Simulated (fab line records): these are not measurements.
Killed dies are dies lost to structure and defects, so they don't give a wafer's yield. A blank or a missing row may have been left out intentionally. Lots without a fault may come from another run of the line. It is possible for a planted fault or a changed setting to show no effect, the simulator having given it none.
Matching of chambers    flow nand-harc    4 sister chambers for NHARC_P_GATE_ETCH_32 on rie-si-02
The step etches the open film in HBr/Cl2, target depth 150 nm, time 100.1 s. 14 wafers are shown with their chamber, then 7 later ones without.

## WAFERS WITH THEIR CHAMBER
wafer   chamber  oes-product-au (a.u.)  throttle-valve-pct (%)
L075.4  1        1.007                  26.399
L075.5  3        1.008                  26.412
L075.6  2        0.992                  26.411
L076.1  0        1.007                  26.405
L076.4  2        0.990                  26.422
L076.6  2        0.984                  26.402
L079.1  2        0.983                  26.403
L079.2  0        1.003                  26.406
L079.5  3        1.001                  26.413
L082.3  0        1.013                  26.416
L082.4  2        0.995                  26.424
L082.5  0        1.015                  26.394
L091.2  1        1.011                  26.408
L091.3  2        0.990                  26.407

SIGNATURES, as means of the wafers listed above
reading             chamber 0  chamber 1  chamber 2  chamber 3  scatter within a chamber
oes-product-au      1.00950    1.00900    0.98900    1.00450    0.00481
throttle-valve-pct  26.40525   26.40350   26.41150   26.41250   0.00856
Rule: for a wafer and a chamber, the distance is found by dividing, reading by reading, the gap between the wafer's reading and the chamber's mean by the reading's scatter, squaring, summing and taking the root. The wafer belongs to the nearest chamber; if the next one is less than 2 further off, it can't be placed. How the scatter is found: for the shown wafers, subtract from each reading the mean of its chamber, square and add these, divide the total by (wafers less chambers), then take the root.

## WAFERS WITH NO CHAMBER GIVEN
wafer   oes-product-au (a.u.)  throttle-valve-pct (%)
L091.5  1.009                  26.401
L094.2  1.000                  26.406
L094.3  0.981                  26.412
L094.5  1.009                  26.408
L097.1  1.002                  26.386
L097.5  0.996                  26.393
L097.6  1.001                  26.396

## EACH ONE'S CHAMBER
wafer   from the rows above                in truth
L091.5  can't be placed: 1 or 0 or 3       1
L094.2  can't be placed: 3 or 1 or 0 or 2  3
L094.3  2                                  2
L094.5  can't be placed: 0 or 1 or 3       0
L097.1  can't be placed: 1 or 0 or 3 or 2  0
L097.5  can't be placed: 2 or 3 or 1 or 0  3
L097.6  can't be placed: 1 or 3 or 0 or 2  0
1 of 7 placed correctly. Can't be placed from these rows: 6 (the true chamber is among the candidates in 6). Wrongly placed: 0.
